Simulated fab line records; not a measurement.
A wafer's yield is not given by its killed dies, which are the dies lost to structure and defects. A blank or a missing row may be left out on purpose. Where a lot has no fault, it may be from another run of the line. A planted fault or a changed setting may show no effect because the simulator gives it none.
Lot-split experiment / flow n5 finfet / on a route of 1938 steps: 7 lots, 21 wafers read

ON THE SPLIT
At N5_BEOL_M6_COAT_22 (resist thk 30 nm), the setting spin rpm was moved away from the recipe's 1500 rpm on 6 of the 21 wafers read, by -8.2% to -4.5%. The other wafers ran this setting at the recipe's value.

FROM THE SPLIT TO THE READING: what the file shows between them, 2 steps
- N5_BEOL_M6_EBR_24
- N5_BEOL_M6_SOFTBAKE_23: time 60 s

THE READING
CAR-EUV_of_BEOL_M6_COAT_22.thk nm (the simulator's own value, which no gauge read), in nm, at N5_BEOL_M6_DESCUM_33 (chemistry O2, time 7 s). There is no usual value for it anywhere in the file. Here, 15 wafers ran the recipe; their average is 26.1 nm with a standard deviation of 0.14 nm.

wafer=L077.3; tool, chamber at the split=litho track-03, 0; spin rpm as run, rpm=1383; against the recipe=-7.8%; CAR-EUV_of_BEOL_M6_COAT_22.thk nm, nm=27.2; against lot-mates on the recipe=+1.2
wafer=L077.4; tool, chamber at the split=litho track-03, 0; spin rpm as run, rpm=1383; against the recipe=-7.8%; CAR-EUV_of_BEOL_M6_COAT_22.thk nm, nm=27.4; against lot-mates on the recipe=+1.4
wafer=L077.6; tool, chamber at the split=litho track-03, 0; spin rpm as run, rpm=1500; against the recipe=recipe; CAR-EUV_of_BEOL_M6_COAT_22.thk nm, nm=26; against lot-mates on the recipe=-
wafer=L074.2; tool, chamber at the split=litho track-03, 0; spin rpm as run, rpm=1500; against the recipe=recipe; CAR-EUV_of_BEOL_M6_COAT_22.thk nm, nm=26.2; against lot-mates on the recipe=-
wafer=L074.3; tool, chamber at the split=litho track-03, 0; spin rpm as run, rpm=1500; against the recipe=recipe; CAR-EUV_of_BEOL_M6_COAT_22.thk nm, nm=26.2; against lot-mates on the recipe=-
wafer=L074.4; tool, chamber at the split=litho track-03, 0; spin rpm as run, rpm=1500; against the recipe=recipe; CAR-EUV_of_BEOL_M6_COAT_22.thk nm, nm=26.2; against lot-mates on the recipe=-
wafer=L080.1; tool, chamber at the split=litho track-04, 0; spin rpm as run, rpm=1500; against the recipe=recipe; CAR-EUV_of_BEOL_M6_COAT_22.thk nm, nm=26.2; against lot-mates on the recipe=-
wafer=L080.3; tool, chamber at the split=litho track-04, 0; spin rpm as run, rpm=1500; against the recipe=recipe; CAR-EUV_of_BEOL_M6_COAT_22.thk nm, nm=26; against lot-mates on the recipe=-
wafer=L080.5; tool, chamber at the split=litho track-04, 0; spin rpm as run, rpm=1377; against the recipe=-8.2%; CAR-EUV_of_BEOL_M6_COAT_22.thk nm, nm=27.4; against lot-mates on the recipe=+1.3
wafer=L082.1; tool, chamber at the split=litho track-03, 0; spin rpm as run, rpm=1500; against the recipe=recipe; CAR-EUV_of_BEOL_M6_COAT_22.thk nm, nm=26.2; against lot-mates on the recipe=-
wafer=L082.2; tool, chamber at the split=litho track-03, 0; spin rpm as run, rpm=1500; against the recipe=recipe; CAR-EUV_of_BEOL_M6_COAT_22.thk nm, nm=26.2; against lot-mates on the recipe=-
wafer=L082.3; tool, chamber at the split=litho track-03, 0; spin rpm as run, rpm=1500; against the recipe=recipe; CAR-EUV_of_BEOL_M6_COAT_22.thk nm, nm=26.2; against lot-mates on the recipe=-
wafer=L087.2; tool, chamber at the split=litho track-05, 0; spin rpm as run, rpm=1500; against the recipe=recipe; CAR-EUV_of_BEOL_M6_COAT_22.thk nm, nm=26; against lot-mates on the recipe=-
wafer=L087.5; tool, chamber at the split=litho track-05, 0; spin rpm as run, rpm=1407; against the recipe=-6.2%; CAR-EUV_of_BEOL_M6_COAT_22.thk nm, nm=27; against lot-mates on the recipe=+1.0
wafer=L087.6; tool, chamber at the split=litho track-05, 0; spin rpm as run, rpm=1407; against the recipe=-6.2%; CAR-EUV_of_BEOL_M6_COAT_22.thk nm, nm=27; against lot-mates on the recipe=+1.0
wafer=L095.2; tool, chamber at the split=litho track-04, 0; spin rpm as run, rpm=1500; against the recipe=recipe; CAR-EUV_of_BEOL_M6_COAT_22.thk nm, nm=26; against lot-mates on the recipe=-
wafer=L095.5; tool, chamber at the split=litho track-04, 0; spin rpm as run, rpm=1500; against the recipe=recipe; CAR-EUV_of_BEOL_M6_COAT_22.thk nm, nm=26; against lot-mates on the recipe=-
wafer=L095.4; tool, chamber at the split=litho track-04, 0; spin rpm as run, rpm=1432; against the recipe=-4.5%; CAR-EUV_of_BEOL_M6_COAT_22.thk nm, nm=26.8; against lot-mates on the recipe=+0.8
wafer=L096.2; tool, chamber at the split=litho track-03, 0; spin rpm as run, rpm=1500; against the recipe=recipe; CAR-EUV_of_BEOL_M6_COAT_22.thk nm, nm=25.8; against lot-mates on the recipe=-
wafer=L096.4; tool, chamber at the split=litho track-03, 0; spin rpm as run, rpm=1500; against the recipe=recipe; CAR-EUV_of_BEOL_M6_COAT_22.thk nm, nm=25.8; against lot-mates on the recipe=-
wafer=L096.6; tool, chamber at the split=litho track-03, 0; spin rpm as run, rpm=1500; against the recipe=recipe; CAR-EUV_of_BEOL_M6_COAT_22.thk nm, nm=26; against lot-mates on the recipe=-

THE FIT
A straight line over all 21 wafers: CAR-EUV_of_BEOL_M6_COAT_22.thk nm changes by -0.158 nm for each +1% of spin rpm; r = -0.97; the points scatter about the line by 0.13 nm.
The same after taking each lot's own level away (the mean of its wafers on the recipe; 21 wafers): -0.164 nm for each +1%; r = -0.99; scatter 0.062 nm.
That fit puts the effect of the largest move of spin rpm on the reading at 1.3 nm.
Across the lots, their own levels run from 25.87 to 26.20 nm, a range of 2.4 times the standard deviation given above.
Hence the lot-to-lot level has little effect on the slope; both slopes agree.
Check: for one of the wafers moved furthest among these (-8.2%), held out of the fit, the line's prediction against its lot-mates is +1.36 nm. Against them it came out at +1.3 nm.

OTHER SPLITS APPLIED TO THESE WAFERS
Before the reading, these wafers also passed through other splits. Each is held against what the fit with the lots' levels taken away leaves over:
other split on the same wafers=N5_BEOL_M5_ETCH_41 source w; wafers away from the commonest value=7; r with CAR-EUV_of_BEOL_M6_COAT_22.thk nm (lot level and that fit taken away)=+0.22
other split on the same wafers=N5_BEOL_M6_ETCH_61 bias w; wafers away from the commonest value=8; r with CAR-EUV_of_BEOL_M6_COAT_22.thk nm (lot level and that fit taken away)=-0.14

THE WHOLE CHAIN: every reading that the file lists as answering this split, in the file's order
step=N5_BEOL_M6_COAT_22; what it does=resist thk 30 nm; reading=CAR-EUV_of_BEOL_M6_COAT_22.thk nm (the simulator's own value, which no gauge read); change (the file's fit)=-0.147 nm for each +1% of the setting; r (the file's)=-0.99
step=N5_BEOL_M6_DESCUM_33; what it does=chemistry O2, time 7 s; reading=CAR-EUV_of_BEOL_M6_COAT_22.thk nm (the simulator's own value, which no gauge read); change (the file's fit)=-0.164 nm for each +1% of the setting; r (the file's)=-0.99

FILE'S OWN FIT
CAR-EUV_of_BEOL_M6_COAT_22.thk nm changes by -0.164 nm for each +1% of spin rpm, r = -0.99.
